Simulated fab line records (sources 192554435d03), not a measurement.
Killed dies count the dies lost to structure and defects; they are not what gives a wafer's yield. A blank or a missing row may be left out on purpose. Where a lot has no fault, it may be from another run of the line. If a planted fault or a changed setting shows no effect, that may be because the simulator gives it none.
Chamber matching -- flow n5Finfet -- 4 sister chambers for N5_BEOL_M15_DESCUM_33 on rieDiel-04
The step chemistry O2, time 7.9 s. 4 wafers are shown with their chamber, then 11 later ones without.

== EACH WAFER AND ITS CHAMBER ==
wafer,chamber,showerheadPlenumPTorr (Torr)
L085.3,2,2.16
L089.5,0,2.15
L089.6,1,2.02
L090.1,3,2.21

== WAFERS WITH NO CHAMBER GIVEN ==
wafer,showerheadPlenumPTorr (Torr)
L090.2,2.15
L090.5,2.15
L093.3,2.16
L093.5,2.16
L093.6,2.01
L096.1,2.15
L096.2,2.21
L096.4,2.15
L097.1,2.15
L097.4,2.21
L097.6,2.14

== WHICH CHAMBER EACH ONE RAN IN ==
wafer,from the rows above,in truth
L090.2,0,0
L090.5,0,0
L093.3,2,2
L093.5,2,2
L093.6,1,1
L096.1,0,0
L096.2,3,3
L096.4,0,0
L097.1,0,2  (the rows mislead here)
L097.4,3,3
L097.6,0,0
Correct placement for 10 of the 11. Left unplaced by these rows: 0. Number placed wrongly: 1.
How it was worked out, from the rows above alone: a wafer's distance from a chamber is the root of the sum, over the readings, of the square of ((its reading less the chamber's mean) divided by the reading's scatter). If the next closest chamber is less than 2 further off than the closest, the wafer can't be placed; otherwise it belongs to the closest. Each chamber's mean is taken over the wafers shown for it. The scatter: root of mean squared gap, hidden wafer to nearest shown wafer, with one shown wafer a chamber.
